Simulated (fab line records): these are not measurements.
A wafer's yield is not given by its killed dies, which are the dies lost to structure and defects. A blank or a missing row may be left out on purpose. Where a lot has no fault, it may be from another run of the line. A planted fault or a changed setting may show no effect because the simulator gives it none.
Chamber matching / flow nand_harc / NHARC_A_M1_CMP_23 on cmp-04 has 4 sister chambers
The step polishes, t overpolish 20 s, target thk 154.34 nm. 14 wafers are shown with their chamber, then 7 later ones without.

== WAFERS WITH THEIR CHAMBER ==
wafer=L973.1; chamber=3; motor_current_A (A)=14.1; time_to_endpoint_s (s)=25
wafer=L973.4; chamber=1; motor_current_A (A)=11.9; time_to_endpoint_s (s)=27
wafer=L973.6; chamber=1; motor_current_A (A)=11.9; time_to_endpoint_s (s)=27
wafer=L988.2; chamber=2; motor_current_A (A)=12.3; time_to_endpoint_s (s)=28
wafer=L988.3; chamber=0; motor_current_A (A)=11.8; time_to_endpoint_s (s)=33
wafer=L988.4; chamber=3; motor_current_A (A)=13.8; time_to_endpoint_s (s)=28
wafer=L992.2; chamber=0; motor_current_A (A)=11.7; time_to_endpoint_s (s)=34
wafer=L992.4; chamber=3; motor_current_A (A)=15.1; time_to_endpoint_s (s)=31
wafer=L992.6; chamber=3; motor_current_A (A)=14.4; time_to_endpoint_s (s)=28
wafer=L993.2; chamber=0; motor_current_A (A)=11.4; time_to_endpoint_s (s)=31
wafer=L993.4; chamber=1; motor_current_A (A)=12.7; time_to_endpoint_s (s)=28
wafer=L993.5; chamber=3; motor_current_A (A)=14.6; time_to_endpoint_s (s)=27
wafer=L994.1; chamber=0; motor_current_A (A)=11.6; time_to_endpoint_s (s)=32
wafer=L994.2; chamber=1; motor_current_A (A)=12.7; time_to_endpoint_s (s)=27

SIGNATURES (averages over the wafers above)
reading=motor_current_A; chamber 0=11.625; chamber 1=12.300; chamber 2=12.300; chamber 3=14.400; scatter within a chamber=0.413
reading=time_to_endpoint_s; chamber 0=32.50; chamber 1=27.25; chamber 2=28.00; chamber 3=27.80; scatter within a chamber=1.57
Rule: for each reading, subtract the chamber's mean from the wafer's reading, divide by that reading's scatter and square the result; add these up over the readings and take the root, which gives the wafer's distance from the chamber. If the next closest chamber is less than 2 further off than the closest, the wafer can't be placed; otherwise it belongs to the closest. How the scatter is found: for the shown wafers, subtract from each reading the mean of its chamber, square and add these, divide the total by (wafers less chambers), then take the root.

== WAFERS MISSING THEIR CHAMBER ==
wafer=L994.5; motor_current_A (A)=12.1; time_to_endpoint_s (s)=28
wafer=L996.1; motor_current_A (A)=11.7; time_to_endpoint_s (s)=30
wafer=L996.2; motor_current_A (A)=14.7; time_to_endpoint_s (s)=25
wafer=L996.3; motor_current_A (A)=11.8; time_to_endpoint_s (s)=27
wafer=L995.3; motor_current_A (A)=11.8; time_to_endpoint_s (s)=31
wafer=L995.5; motor_current_A (A)=12.9; time_to_endpoint_s (s)=23
wafer=L995.6; motor_current_A (A)=11.9; time_to_endpoint_s (s)=26

== WHICH CHAMBER EACH ONE RAN IN ==
wafer=L994.5; from the rows above=can't be placed: 2 or 1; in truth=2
wafer=L996.1; from the rows above=can't be placed: 0 or 2 or 1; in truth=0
wafer=L996.2; from the rows above=3; in truth=3
wafer=L996.3; from the rows above=can't be placed: 1 or 2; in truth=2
wafer=L995.3; from the rows above=can't be placed: 0 or 2 or 1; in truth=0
wafer=L995.5; from the rows above=can't be placed: 1 or 2 or 3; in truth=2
wafer=L995.6; from the rows above=can't be placed: 1 or 2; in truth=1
1 of 7 placed correctly. From these rows, 6 cannot be placed; in 6 the true chamber is one of the candidates. Placed wrongly: 0.
